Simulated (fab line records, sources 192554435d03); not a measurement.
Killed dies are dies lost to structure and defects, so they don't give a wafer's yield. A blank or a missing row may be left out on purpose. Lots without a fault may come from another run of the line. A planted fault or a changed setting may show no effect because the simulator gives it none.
fab line records | flow n5_finfet
record lots=14 wafers=38 last_day=18
route steps=1938 shown PMOS_HMC_CHANNEL_EPI@76 MIM_BOT_ETCH@1869 TV_LITHO@1884 PASSIVATION@1936
lots that met no fault: from a run of the same line without faults
start_h: hours from the record's first day to the start of the lot's first wafer shown | wait_h: hours since the lot's step before | " the same as in the row above | L1.1+2: a row that stands for several wafers | - no value, or no start given | * or withheld: withheld | < > ~ a bound
route shown NAME@n: a module of which the file shows steps, and the number in the route of the first | usual: mean/standard deviation of fault-free wafers | same: alike in all rows | chamber/n: place in a boat | sites: the reading at each site | _std_site: their standard deviation | _edge_site: outer sites' mean less inner sites' | radius_mm: how far each site lies from the wafer's centre | mask NAME#n: copy n | behind: the tool/chamber that last shaped the wafer | hold: why the lot was held/for how many hours/how that ended | device: the transistor (n, p or np) that didn't switch | end of line: the same wafers' tests at the end of the route | a step without rows: its recipe alone | killed: dies lost to structure and defects at the first sort, not the wafer's yield | map: a wafer's dies, x killed, . not, _ none there
set.NAME: the setting as run; set.NAME@STEP: as run at that earlier step | model.NAME: the simulator's own value behind a step, which no gauge read
steps of the route over a sample of lots; a table a step, a row a wafer
services: from which hour (start_h, from the record's first day; less than 0 if before it) a tool's chamber was out of use, for how many hours, and why
## steps
# step N5_PMOS_HMC_CHANNEL_EPI_PRECLEAN_18
# recipe chemistry=DHF time_s=30 temp_c=25 dilution=withheld
# columns lot.wafer tool chamber start_h wait_h
L124.1+2+3 wet_bench-03 2,6,4 18.21 0.0
L125.1+4+6 wet_bench-03 5,4,6 23.87 0.0
L126.3+4+5 wet_bench-05 6,5,7 30.15 0.0
L127.5+6 wet_bench-06 3,2 36.89 0.0
L128.2+4+5 wet_bench-06 2,5,0 43.84 0.0
L129.1+2+3 wet_bench-05 1,0,3 47.96 0.0
L130.2+5 wet_bench-06 4,6 55.09 0.0
L132.1+4+6 wet_bench-06 1,5,3 65.73 0.0
L133.3+4 wet_bench-05 4,7 72.00 0.0
L135.1+2+3 wet_bench-06 6,3,0 83.67 0.0
L141.1+5+6 wet_bench-05 2,3,4 123.13 0.0
L144.2+5 wet_bench-03 4,1 137.61 0.0
L146.1+4+6 wet_bench-03 6,5,7 150.54 0.0
L147.2+5+6 wet_bench-05 3,5,0 155.63 0.0
# step N5_MIM_BOT_ETCH_STRIP_01
# recipe chemistry=O2 power_w=600 temp_c=60 pressure_mtorr=30 rf_frequency_hz=6e+07 bias_power_w=0 overash_fraction=0.5 o2_flow_sccm=225
# usual drypump_motor_current_A=5.4/0.43 oes_product_au=0.78/0.063 rf_vpp_V=3.8/1.4 showerhead_plenum_p_Torr=2.14/0.062 throttle_valve_pct=16.69/0.24
# same bias_power_w=0
# columns lot.wafer tool chamber start_h wait_h drypump_motor_current_A oes_product_au rf_hours_counter_h rf_vpp_V showerhead_plenum_p_Torr throttle_valve_pct
L124.1 rie_diel-01 2 257.25 0.1 5.2 0.78 116 6.1 2.09 16.24
L124.2 " 1 " " 5.7 0.84 58 2.6 2.22 16.89
L124.3 " 3 " " 5.7 0.73 150 4.2 2.10 17.02
L125.1 rie_diel-02 2 257.92 0.2 6.4 0.84 78 4.2 2.18 16.50
L125.4 " 1 " " 5.0 0.78 124 3.9 2.22 16.76
L125.6 " 1 " " 5.0 0.75 - 2.9 2.22 16.75
L127.5 rie_diel-01 1 272.46 0.0 5.7 0.83 - 3.3 2.21 16.84
L127.6 " 0 " " 6.0 0.93 - 2.7 2.21 16.38
L126.3 rie_diel-02 3 280.26 0.3 5.2 0.73 163 4.6 2.11 16.92
L126.4 " 1 " " 5.0 0.78 132 1.8 2.22 16.79
L126.5 " 1 " " 5.0 0.76 - 1.9 2.22 16.80
L129.1 rie_diel-02 1 281.45 0.2 4.9 0.77 132 4.5 2.21 16.80
L129.2 " 2 " " 6.4 0.81 87 3.9 2.18 16.50
L129.3 " 3 " " 5.2 0.72 163 6.6 2.11 16.83
L128.2 rie_diel-05 3 284.08 0.1 5.1 0.82 117 7.0 2.12 16.85
L128.4 " 1 " " 5.6 0.75 175 3.5 2.22 16.55
L128.5 " 3 " " 5.1 0.81 - 4.7 2.12 16.87
L130.2 rie_diel-05 0 294.39 0.1 5.4 0.84 96 3.6 2.02 16.70
L130.5 " 3 " " 5.1 0.83 - 2.1 2.12 16.86
L133.3 rie_diel-02 1 303.39 0.1 5.0 0.79 140 3.0 2.21 16.80
L133.4 " 2 " " 6.3 0.81 94 5.2 2.18 16.50
L132.1 rie_diel-05 0 317.86 0.2 5.4 0.82 102 2.7 2.01 16.71
L132.4 " 3 " " 5.1 0.79 127 2.3 2.12 16.92
L132.6 " 3 " " 5.1 0.77 - 3.8 2.12 16.85
L135.1 rie_diel-02 2 333.83 0.1 6.3 0.81 103 5.8 2.18 16.58
L135.2 " 0 " " 4.9 0.75 204 3.3 2.08 16.67
L135.3 " 1 " " 5.0 0.74 150 6.3 2.21 16.79
L141.1 rie_diel-02 3 380.18 0.1 5.2 0.70 197 5.0 2.09 16.96
L141.5 " 0 " " 4.9 0.71 - 5.8 2.07 16.72
L141.6 " 3 " " 5.2 0.70 - 3.3 2.10 16.96
L144.2 rie_diel-01 3 385.24 0.1 5.7 0.70 195 1.6 2.09 17.15
L144.5 " 2 " " 5.2 0.73 - 5.2 2.07 16.28
L146.1 rie_diel-05 0 415.34 0.1 5.4 0.79 130 2.2 2.00 16.82
L146.4 " 3 " " 5.1 0.77 159 3.5 2.11 16.94
L146.6 " 1 " " 5.6 0.70 - 2.7 2.20 16.63
L147.2 rie_diel-02 0 424.57 0.1 4.9 0.70 234 2.4 2.07 16.71
L147.5 " 2 " " 6.3 0.74 - 3.9 2.17 16.62
L147.6 " 3 " " 5.2 0.68 - 4.4 2.09 16.94
# step N5_PASSIVATION_OVL_MEAS_60
# recipe points_per_wafer=44
# usual TV_OVL=-2/5.6
# columns lot.wafer tool chamber start_h wait_h TV_OVL[nm]
L124.1 overlay-02 0 258.73 0.0 4
L124.2 " 0 " " -3
L124.3 " 0 " " 9
L125.1 overlay-02 0 259.79 0.0 -11
L125.4 " 0 " " -7
L125.6 " 0 " " -7
L127.5 overlay-01 0 273.53 0.0 1
L127.6 " 0 " " 1
L126.3 overlay-01 0 281.19 0.0 -7
L126.4 " 0 " " 2
L126.5 " 0 " " -6
L129.1 overlay-02 0 282.40 0.0 3
L129.2 " 0 " " -4
L129.3 " 0 " " 3
L128.2 overlay-01 0 287.29 0.0 -3
L128.4 " 0 " " -13
L128.5 " 0 " " 5
L130.2 overlay-02 0 295.41 0.0 0
L130.5 " 0 " " -1
L133.3 overlay-01 0 306.27 0.0 4
L133.4 " 0 " " 1
L132.1 overlay-01 0 320.35 0.0 8
L132.4 " 0 " " -2
L132.6 " 0 " " -9
L135.1 overlay-01 0 334.99 0.0 -3
L135.2 " 0 " " 3
L135.3 " 0 " " -1
L141.1 overlay-02 0 382.04 0.0 5
L141.5 " 0 " " -9
L141.6 " 0 " " -2
L144.2 overlay-01 0 388.05 0.0 1
L144.5 " 0 " " -3
L146.1 overlay-01 0 417.31 0.0 -3
L146.4 " 0 " " -7
L146.6 " 0 " " -6
L147.2 overlay-02 0 425.58 0.0 4
L147.5 " 0 " " -4
L147.6 " 0 " " 0
# step N5_PASSIVATION_PROBE_49
# usual killed_at_M0_to_M3=34/10 killed_at_M4_up=13/5.4 killed_at_contacts=13/6 killed_at_front_end=42/13 killed_at_other=4/3.2 killed_dies=107/18 killed_on_rim=14/4.2 killed_open=69/14 killed_short=35/7.7
# same gross_dies=1180 killed_at_back_side=0
# columns lot.wafer tool chamber start_h wait_h killed_at_M0_to_M3 killed_at_M4_up killed_at_contacts killed_at_front_end killed_at_other killed_dies killed_on_rim killed_open killed_short
L132.1 prober-02 - 327.01 0.0 25 13 18 105 12 173 27 68 27
L132.4 prober-02 - 327.16 0.2 61 20 18 105 5 209 47 86 52
L132.6 prober-02 - 327.26 0.3 34 15 15 125 4 193 13 64 36
L135.1 prober-02 - 341.94 0.0 22 17 7 124 2 172 6 53 19
L135.2 prober-02 - 341.99 0.1 37 13 13 121 2 186 12 62 29
L135.3 prober-02 - 342.04 0.1 31 15 5 109 4 164 30 53 24
L141.1 prober-01 - 388.60 0.0 35 16 17 45 2 115 19 70 39
L141.5 prober-01 - 388.80 0.2 62 14 17 27 9 129 17 88 40
L141.6 prober-01 - 388.85 0.3 62 10 7 36 3 118 19 72 42
# killed by level:class
L132.1 PMOS_HMC_CHANNEL_EPI:unspecified=76 MOL_CONTACT_COAG:geometric_particle:open=13 STI_FIN_REVEAL:geometric_particle:open=10 BEOL_M4:geometric_particle:open=9 BEOL_M0_SAQP:geometric_particle:open=7 BEOL_M2:geometric_particle:open=6 FIN_SAQP:geometric_particle:short=5 MOL_CONTACT_COAG:geometric_particle:short=5
L132.4 PMOS_HMC_CHANNEL_EPI:unspecified=57 BEOL_M0_SAQP:geometric_particle:short=21 BEOL_M0_SAQP:geometric_particle:open=15 FIN_SAQP:geometric_particle:open=14 HKMG_FIN:area_etch=13 MOL_CONTACT_COAG:geometric_particle:open=12 BEOL_M4:geometric_particle:open=11 BEOL_M2:geometric_particle:open=10
L132.6 PMOS_HMC_CHANNEL_EPI:unspecified=92 MOL_CONTACT_COAG:geometric_particle:open=10 BEOL_M4:geometric_particle:open=10 FIN_SAQP:geometric_particle:open=8 BEOL_M3:geometric_particle:open=7 BEOL_M0_SAQP:geometric_particle:short=7 FIN_SAQP:geometric_particle:short=6 STI_FIN_REVEAL:geometric_particle:open=6
L135.1 PMOS_HMC_CHANNEL_EPI:unspecified=100 BEOL_M4:geometric_particle:open=10 STI_FIN_REVEAL:geometric_particle:open=9 BEOL_M0_SAQP:geometric_particle:open=6 MOL_CONTACT_COAG:geometric_particle:open=5 DUMMY_GATE:geometric_particle:open=4 STARTING-WAFER:geometric_particle:short=4 BEOL_M0_SAQP:geometric_particle:short=3
L135.2 PMOS_HMC_CHANNEL_EPI:unspecified=94 BEOL_M2:geometric_particle:open=12 MOL_CONTACT_COAG:geometric_particle:open=9 DUMMY_GATE:geometric_particle:open=8 BEOL_M4:geometric_particle:open=7 BEOL_M0_SAQP:geometric_particle:open=6 BEOL_M0_SAQP:geometric_particle:short=5 MOL_CONTACT_COAG:geometric_particle:short=4
L135.3 PMOS_HMC_CHANNEL_EPI:unspecified=76 BEOL_M3:geometric_particle:open=10 HKMG_FIN:area_etch=10 BEOL_M4:geometric_particle:open=9 STI_FIN_REVEAL:geometric_particle:open=6 DUMMY_GATE:geometric_particle:open=5 BEOL_M0_SAQP:geometric_particle:short=5 MOL_CONTACT_COAG:geometric_particle:open=4
L141.1 MOL_CONTACT_COAG:geometric_particle:open=14 BEOL_M0_SAQP:geometric_particle:short=12 FIN_SAQP:geometric_particle:open=11 BEOL_M4:geometric_particle:open=9 FIN_SAQP:geometric_particle:short=8 DUMMY_GATE:geometric_particle:open=5 STARTING-WAFER:geometric_particle:short=5 BEOL_M1:geometric_particle:open=5
L141.5 BEOL_M0_SAQP:geometric_particle:open=22 BEOL_M0_SAQP:geometric_particle:short=20 MOL_CONTACT_COAG:geometric_particle:open=14 BEOL_M4:geometric_particle:open=11 BEOL_M1:geometric_particle:open=9 STI_FIN_REVEAL:geometric_particle:open=6 BEOL_M2:geometric_particle:open=5 DUMMY_GATE:geometric_particle:open=4
L141.6 BEOL_M0_SAQP:geometric_particle:open=23 BEOL_M0_SAQP:geometric_particle:short=14 FIN_SAQP:geometric_particle:open=8 GATE_CUT:geometric_particle:short=7 MOL_CONTACT_COAG:geometric_particle:open=7 BEOL_M3:geometric_particle:open=7 BEOL_M1:geometric_particle:open=6 BEOL_M4:geometric_particle:open=6
## services
# columns tool chamber start_h hours kind
rie_diel-05 0 -3.42 - clean
rie_diel-05 0 -3.42 - consumable_replace:focus_ring
rie_diel-05 0 -3.42 24.8 scheduled_down
rie_diel-05 0 -3.42 24.8 vent_cycle
rie_diel-05 0 53.76 11.6 repair
wet_bench-06 - 68.83 1.9 pm
rie_diel-05 - 112.03 4.3 pm
rie_diel-02 2 136.70 8.8 repair
rie_diel-02 - 154.74 14.6 pm
rie_diel-05 2 159.38 5.2 repair
rie_diel-02 1 170.92 3.2 repair
wet_bench-06 - 183.24 4.4 pm
rie_diel-05 2 185.33 - clean
rie_diel-02 - 201.05 2.8 pm
wet_bench-06 - 243.45 1.4 repair
rie_diel-05 3 264.39 4.8 repair
rie_diel-05 - 272.79 2.8 pm
rie_diel-01 1 293.56 7.0 repair
rie_diel-05 0 301.41 5.1 repair
rie_diel-02 2 322.94 2.0 repair
wet_bench-03 - 347.69 12.2 repair
wet_bench-05 - 360.43 1.6 repair
rie_diel-05 0 366.04 5.1 repair
rie_diel-01 - 373.38 0.9 repair
## key
first_sign step=N5_PASSIVATION_PROBE_49 reading=killed_at_front_end direction=up sigmas=5.5 usual=42 struck=115
effect step=N5_PASSIVATION_PROBE_49 reading=killed_dies direction=up sigmas=4.1 usual=107 struck=183
more_kills_born_at N5_PMOS_HMC_CHANNEL_EPI_PRECLEAN_18@wet_bench-06=495
met_at N5_PMOS_HMC_CHANNEL_EPI_PRECLEAN_18
struck_lots L132,L135
tester_left_out L132,L135
baseline_loss step=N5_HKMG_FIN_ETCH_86 wafers=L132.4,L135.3
not_acting_at N5_MIM_BOT_ETCH_STRIP_01,N5_PASSIVATION_OVL_MEAS_60
onset_between 55.09 65.73
fault kind=chamber_particle_source tool=wet_bench-06 chamber=- onset_h=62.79 steps=N5_PMOS_HMC_CHANNEL_EPI_PRECLEAN_18 rate_per_visit_cm2=0.45622 end_h=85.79
# tester_left_out: of these lots the tester's yield and bins aren't shown, on N5 and GAA mostly nor the transistor test; their killed dies are dies lost to structure and defects alone, not to doping, threshold or leakage, so they don't give the yield
# baseline_loss: these wafers lose ten dies or more at that step, a loss of the line's own and not of a fault; the sort's usual values leave them out
